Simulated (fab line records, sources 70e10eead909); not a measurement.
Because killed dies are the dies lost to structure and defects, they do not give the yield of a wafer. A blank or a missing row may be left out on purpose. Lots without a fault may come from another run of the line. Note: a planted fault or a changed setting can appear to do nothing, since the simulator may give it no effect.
fab line records	flow nand-harc
record lots=15	wafers=45	last-day=34
route steps=1302 shown A_CONTACT@1080 A_BLC@1115
lots that met no fault: from a run of the same line without faults
start-h: hours from the record's opening day to when the first of the lot's shown wafers began	wait-h: how many hours have passed since the lot's step before this one	" unchanged from the row above	L1.1+2: a row that stands for several wafers	- either no value or no given start	* or withheld: withheld	< > ~ a bound
route shown NAME@n: names a module that has steps shown in the file, with the first one's number in the route	usual: average and standard deviation across the fault-free wafers	same: alike in all rows	chamber/n: place in a boat	sites: readings site by site	_std_site: standard deviation across them	_edge_site: inner sites' mean taken away from outer sites' mean	radius-mm: for every site, how far away it sits from the centre of the wafer	mask NAME#n: copy n	behind: tool/chamber where the wafer was last shaped	hold: what put the lot on hold/how long, in hours/how the hold closed	device: names the non-switching transistor (n, p or np)	end of line: the route-end tests of the same wafers	step lacking rows: just its recipe	killed: count of dies lost to structure and defects at first sort (not the wafer's yield)	map: a wafer's dies, marking killed ones x, the rest . and places with no die _
set.NAME: the setting as run; set.NAME@STEP: as run at that earlier step	model.NAME: the simulator's own value behind a step, which no gauge read
steps of the route over a sample of lots; a table a step, a row a wafer
services: from which hour (start-h, from the record's first day; less than 0 if before it) a tool's chamber was out of use, for how many hours, and why
## steps
# step NHARC_A_CONTACT_INSPECT_10
# usual raw-defect-count=91/30
lot.wafer	tool	chamber	start-h	wait-h	raw-defect-count
L458.2	defect-inspect-02	-	516.40	0.0	107
L458.4	"	-	"	"	116
L458.5	"	-	"	"	110
L461.2	defect-inspect-02	-	533.60	0.0	105
L461.4	"	-	"	"	106
L461.6	"	-	"	"	95
L460.1	defect-inspect-01	-	534.96	0.0	106
L460.2	"	-	"	"	101
L460.4	"	-	"	"	116
L459.2	defect-inspect-01	-	537.45	0.0	146
L459.3	"	-	"	"	155
L459.5	"	-	"	"	127
L462.2	defect-inspect-01	-	546.08	0.0	93
L462.3	"	-	"	"	109
L462.6	"	-	"	"	100
L464.3	defect-inspect-02	-	572.61	0.0	121
L464.4	"	-	"	"	109
L464.6	"	-	"	"	101
L463.2	defect-inspect-02	-	586.35	0.0	38
L463.4	"	-	"	"	31
L463.6	"	-	"	"	31
L466.2	defect-inspect-02	-	595.35	0.0	91
L466.5	"	-	"	"	81
L466.6	"	-	"	"	89
L474.1	defect-inspect-02	-	670.15	0.0	62
L474.2	"	-	"	"	80
L474.6	"	-	"	"	57
L473.2	defect-inspect-02	-	671.71	0.0	81
L473.3	"	-	"	"	69
L473.6	"	-	"	"	81
L476.1	defect-inspect-01	-	691.03	0.0	111
L476.2	"	-	"	"	108
L476.6	"	-	"	"	111
L475.2	defect-inspect-01	-	693.85	0.0	90
L475.3	"	-	"	"	98
L475.6	"	-	"	"	93
L477.2	defect-inspect-01	-	707.33	0.0	147
L477.3	"	-	"	"	134
L477.4	"	-	"	"	151
L481.2	defect-inspect-01	-	743.41	0.0	96
L481.5	"	-	"	"	92
L481.6	"	-	"	"	111
L478.1	defect-inspect-02	-	745.09	0.0	79
L478.2	"	-	"	"	78
L478.5	"	-	"	"	79
# step NHARC_A_CONTACT_ETCH_98
# recipe target-depth-a=200	over-etch-frac=0.5	time-s=10	ion-energy-ev=250	c4f6-flow-sccm=25	o2-flow-sccm=20	ar-flow-sccm=500	rf-w=600	bias-w=500	chemistry=C4F6/O2
# usual drypump-motor-current-A=5.5/0.42	oes-product-au=0.955/0.019	rf-vpp-V=548/3.8	showerhead-plenum-p-Torr=3.96/0.18	throttle-valve-pct=26.904/0.0096
lot.wafer	tool	chamber	start-h	wait-h	drypump-motor-current-A	oes-product-au	rf-hours-counter-h	rf-vpp-V	showerhead-plenum-p-Torr	throttle-valve-pct
L458.4	rie-diel-02	3	-	-	6.1	0.934	20	550	4.06	26.900
L458.2	"	1	"	"	5.0	0.963	21	551	4.04	26.904
L458.5	"	2	"	"	5.3	0.954	-	543	3.67	26.908
L461.2	rie-diel-02	3	537.10	0.1	6.0	0.931	24	549	4.06	26.905
L461.6	"	0	"	"	5.7	0.951	-	549	4.05	26.908
L461.4	"	3	"	"	6.1	0.941	-	549	4.06	26.922
L460.2	rie-diel-02	0	538.40	0.1	5.7	0.955	22	548	4.05	26.915
L460.1	"	1	"	"	5.0	0.982	25	550	4.03	26.890
L460.4	"	3	"	"	6.1	0.954	-	549	4.06	26.911
L459.3	rie-diel-02	2	-	-	5.3	0.930	25	542	3.66	26.907
L459.2	"	1	"	"	5.0	0.976	26	548	4.03	26.894
L459.5	"	3	"	"	6.1	0.930	-	550	4.06	26.909
L462.2	rie-diel-02	1	-	-	5.0	0.969	27	551	4.03	26.906
L462.3	"	3	"	"	6.1	0.952	25	552	4.06	26.896
L462.6	"	2	"	"	5.3	0.967	-	541	3.66	26.902
L464.3	rie-diel-11	1	-	-	5.7	0.955	44	544	3.76	26.895
L464.4	"	2	"	"	5.8	0.937	49	551	4.10	26.888
L464.6	"	3	"	"	5.2	0.940	-	551	4.13	26.902
L463.4	rie-diel-11	2	-	-	5.8	0.955	55	550	4.10	26.909
L463.2	"	3	"	"	5.2	0.948	57	551	4.13	26.897
L463.6	"	3	"	"	5.2	0.942	-	551	4.13	26.892
L466.2	rie-diel-02	2	-	-	5.4	0.969	5	540	3.66	26.894
L466.5	"	3	"	"	6.1	0.953	-	551	4.06	26.922
L466.6	"	0	"	"	5.7	0.949	-	549	4.04	26.904
L474.2	rie-diel-04	2	-	-	5.3	0.932	35	553	4.20	26.902
L474.1	"	0	"	"	6.3	0.952	45	547	3.92	26.899
L474.6	"	1	"	"	5.0	0.950	-	549	4.00	26.910
L473.3	rie-diel-04	0	-	-	6.3	1.005	45	546	3.92	26.913
L473.2	"	1	"	"	5.0	1.009	45	549	4.00	26.918
L473.6	"	0	"	"	6.3	1.003	-	548	3.92	26.892
L476.1	rie-diel-04	3	-	-	5.2	0.978	44	542	3.67	26.917
L476.2	"	0	"	"	6.3	0.966	50	547	3.91	26.897
L476.6	"	3	"	"	5.2	0.964	-	540	3.67	26.917
L475.2	rie-diel-02	2	-	-	5.3	0.946	23	541	3.65	26.920
L475.3	"	1	"	"	5.0	0.936	21	549	4.02	26.915
L475.6	"	3	"	"	6.1	0.939	-	549	4.05	26.903
L477.2	rie-diel-02	2	-	-	5.3	0.964	25	540	3.65	26.904
L477.4	"	3	"	"	6.1	0.944	23	552	4.05	26.906
L477.3	"	0	"	"	5.7	0.958	24	549	4.03	26.915
L481.2	rie-diel-04	1	-	-	5.0	0.971	7	550	3.98	26.908
L481.6	"	3	"	"	5.2	0.933	-	541	3.66	26.901
L481.5	"	0	"	"	6.2	0.957	-	547	3.91	26.907
L478.2	rie-diel-04	2	-	-	5.3	0.931	8	553	4.19	26.904
L478.1	"	1	"	"	5.0	0.958	7	546	3.98	26.904
L478.5	"	3	"	"	5.2	0.931	-	542	3.66	26.918
# step NHARC_A_CONTACT_STRIP_26
# recipe o2-flow-sccm=500	ar-flow-sccm=0	bias-w=0	chemistry=O2
# usual drypump-motor-current-A=5.5/0.38	oes-product-au=1.001/0.0096	rf-vpp-V=57.8/0.87	showerhead-plenum-p-Torr=3.57/0.16	throttle-valve-pct=17.037/0.01
lot.wafer	tool	chamber	start-h	wait-h	drypump-motor-current-A	oes-product-au	rf-hours-counter-h	rf-vpp-V	showerhead-plenum-p-Torr	throttle-valve-pct
L458.2	rie-diel-02	1	-	-	5.0	1.014	21	58.3	3.63	17.049
L458.4	"	3	"	"	6.1	0.990	20	57.6	3.66	17.041
L458.5	"	1	"	"	5.0	1.012	-	56.8	3.63	17.018
L461.2	rie-diel-02	0	-	-	5.7	0.990	21	57.5	3.64	17.037
L461.4	"	1	"	"	5.0	1.009	-	57.7	3.63	17.021
L461.6	"	3	"	"	6.1	0.983	-	59.3	3.66	17.034
L460.1	rie-diel-02	0	-	-	5.7	0.988	22	57.5	3.64	17.051
L460.4	"	1	"	"	5.0	1.016	26	54.9	3.63	17.026
L460.2	"	2	"	"	5.3	0.991	25	57.4	3.29	17.033
L459.2	rie-diel-02	1	-	-	5.0	1.019	26	58.7	3.63	17.026
L459.3	"	2	"	"	5.3	0.994	25	57.3	3.29	17.050
L459.5	"	1	"	"	5.0	1.023	-	58.1	3.63	17.067
L462.2	rie-diel-02	1	-	-	5.0	1.021	27	56.8	3.63	17.028
L462.3	"	2	"	"	5.3	0.991	26	57.1	3.29	17.040
L462.6	"	0	"	"	5.7	0.990	-	57.3	3.64	17.033
L464.4	rie-diel-11	3	-	-	5.2	0.994	51	56.6	3.72	17.029
L464.3	"	0	"	"	5.7	0.982	37	58.6	3.79	17.035
L464.6	"	2	"	"	5.8	0.996	-	58.3	3.69	17.038
L463.4	rie-diel-02	3	-	-	6.1	0.989	0	57.1	3.65	17.024
L463.2	"	0	"	"	5.7	1.003	3	57.6	3.64	17.039
L463.6	"	2	"	"	5.3	1.003	-	57.4	3.29	17.019
L466.2	rie-diel-02	1	-	-	5.0	1.021	6	58.1	3.62	17.031
L466.6	"	1	"	"	5.0	1.021	-	57.5	3.63	17.050
L466.5	"	2	"	"	5.3	1.006	-	56.8	3.29	17.022
L474.1	rie-diel-11	3	-	-	5.2	0.987	17	57.3	3.70	17.041
L474.2	"	0	"	"	5.7	1.002	18	58.6	3.77	17.030
L474.6	"	2	"	"	5.8	1.004	-	58.4	3.67	17.042
L473.2	rie-diel-02	2	-	-	5.3	1.005	20	57.0	3.28	17.046
L473.3	"	3	"	"	6.1	0.997	17	58.4	3.64	17.031
L473.6	"	1	"	"	5.0	1.005	-	57.8	3.62	17.041
L476.2	rie-diel-04	2	-	-	5.3	0.989	43	57.8	3.78	17.032
L476.1	"	3	"	"	5.2	1.000	44	58.4	3.29	17.026
L476.6	"	2	"	"	5.3	0.989	-	57.2	3.78	17.054
L475.3	rie-diel-04	1	-	-	5.0	0.999	53	59.3	3.59	17.051
L475.2	"	2	"	"	5.3	0.991	43	57.3	3.78	17.042
L475.6	"	0	"	"	6.2	1.006	-	58.2	3.52	17.050
L477.2	rie-diel-02	1	-	-	5.0	1.013	23	57.1	3.62	17.048
L477.4	"	2	"	"	5.3	1.012	25	56.8	3.28	17.051
L477.3	"	3	"	"	6.1	0.993	23	57.6	3.64	17.043
L481.2	rie-diel-11	0	-	-	5.7	1.017	41	58.7	3.76	17.048
L481.5	"	3	"	"	5.2	1.008	-	57.1	3.69	17.035
L481.6	"	0	"	"	5.7	1.000	-	58.5	3.75	17.042
L478.2	rie-diel-04	2	-	-	5.3	0.989	8	58.3	3.77	17.022
L478.1	"	1	"	"	5.0	1.011	7	58.9	3.58	17.044
L478.5	"	3	"	"	5.2	0.987	-	57.5	3.29	17.042
# step NHARC_A_BLC_PEB_08
# recipe peb-temp-c=100	peb-time-s=65
# usual chill-plate-temp-C=23.03/0.11	exhaust-pa=45.0/0.88
lot.wafer	tool	chamber	start-h	wait-h	chill-plate-temp-C	exhaust-pa
L458.2	litho-track-06	0	522.36	0.1	23.24	45.1
L458.4	"	0	"	"	22.98	45.0
L458.5	"	0	"	"	22.96	44.9
L461.2	litho-track-04	0	542.11	0.1	23.00	45.1
L461.4	"	0	"	"	23.12	45.1
L461.6	"	0	"	"	23.09	43.8
L460.1	litho-track-06	0	542.14	0.1	23.04	46.0
L460.2	"	0	"	"	23.06	46.2
L460.4	"	0	"	"	22.99	45.4
L459.2	litho-track-06	0	543.76	0.1	23.08	44.9
L459.3	"	0	"	"	22.90	45.9
L459.5	"	0	"	"	22.91	45.5
L462.2	litho-track-06	0	552.68	0.1	23.22	44.7
L462.3	"	0	"	"	23.19	45.8
L462.6	"	0	"	"	23.08	43.8
L464.3	litho-track-04	-	578.71	0.0	-	-
L464.4	"	-	"	"	-	-
L464.6	"	-	"	"	-	-
L463.2	litho-track-06	-	592.77	0.1	-	-
L463.4	"	-	"	"	-	-
L463.6	"	-	"	"	-	-
L466.2	litho-track-01	-	601.79	0.1	-	-
L466.5	"	-	"	"	-	-
L466.6	"	-	"	"	-	-
L474.1	litho-track-04	0	676.26	0.1	23.22	43.5
L474.2	"	0	"	"	23.16	44.1
L474.6	"	0	"	"	23.15	44.9
L473.2	litho-track-01	0	677.91	0.1	22.98	45.2
L473.3	"	0	"	"	23.06	43.9
L473.6	"	0	"	"	22.95	43.8
L476.1	litho-track-06	0	697.32	0.1	22.95	45.4
L476.2	"	0	"	"	22.89	44.4
L476.6	"	0	"	"	22.98	45.5
L475.2	litho-track-04	0	700.42	0.1	22.98	45.0
L475.3	"	0	"	"	23.01	43.3
L475.6	"	0	"	"	23.00	43.1
L477.2	litho-track-04	0	714.70	0.1	23.05	44.6
L477.3	"	0	"	"	23.08	45.4
L477.4	"	0	"	"	23.16	44.6
L481.2	litho-track-06	0	749.83	0.1	23.11	45.3
L481.5	"	0	"	"	23.15	44.8
L481.6	"	0	"	"	23.01	45.2
L478.1	litho-track-04	0	751.22	0.1	22.96	45.2
L478.2	"	0	"	"	22.90	45.9
L478.5	"	0	"	"	22.90	46.3
## services
tool	chamber	start-h	hours	kind
rie-diel-04	-	498.30	12.0	repair
rie-diel-02	0	500.99	-	clean
rie-diel-02	1	500.99	-	clean
rie-diel-02	2	500.99	-	clean
rie-diel-02	3	500.99	-	clean
litho-track-01	-	505.00	7.0	pm
rie-diel-02	0	525.49	-	clean
litho-track-06	-	529.01	7.0	pm
rie-diel-04	-	534.05	9.0	pm
rie-diel-02	3	551.85	5.3	repair
litho-track-04	-	553.00	7.0	pm
rie-diel-11	1	555.45	7.7	repair
rie-diel-02	-	557.88	4.4	repair
rie-diel-11	0	560.67	3.8	repair
rie-diel-02	-	570.94	9.0	pm
rie-diel-04	2	576.56	16.1	repair
rie-diel-04	3	579.03	10.9	repair
rie-diel-11	-	613.41	9.0	pm
litho-track-01	-	680.00	7.0	pm
litho-track-06	-	704.01	7.0	pm
rie-diel-04	-	711.43	9.0	pm
litho-track-04	-	728.00	7.0	pm
rie-diel-11	2	741.46	9.6	repair
rie-diel-02	-	747.94	9.0	pm
## key
first-sign step=NHARC_A_BLC_PEB_08	reading=tool-record	direction=missing
effect none on later readings
met-at NHARC_A_BLC_PEB_08
struck-lots L463,L464,L466
later-rows-left-out L463.2,L463.4,L463.6,L464.3,L464.4,L464.6,L466.2,L466.5,L466.6
sort-left-out L463.2,L463.4,L463.6,L464.3,L464.4,L464.6,L466.2,L466.5,L466.6
tester-left-out L463,L464,L466
not-acting-at NHARC_A_CONTACT_INSPECT_10,NHARC_A_CONTACT_ETCH_98,NHARC_A_CONTACT_STRIP_26
onset-between 552.68 578.71
fault kind=skipped-step-whole	tool=litho-track-01,litho-track-04,litho-track-06	chamber=-	onset-h=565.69	steps=NHARC_A_BLC_PEB_08	scope=struck-lots-only
# tester-left-out: of these lots the tester's yield and bins aren't shown, on N5 and GAA mostly nor the transistor test; their killed dies are dies lost to structure and defects alone, not to doping, threshold or leakage, so they don't give the yield
# sort-left-out: the simulated sort isn't trusted on such a fault, so these wafers' sort isn't shown, and their yield isn't known
# later-rows-left-out: the simulator's readings of these wafers behind a module that went badly wrong aren't trusted and aren't shown, but for the sort
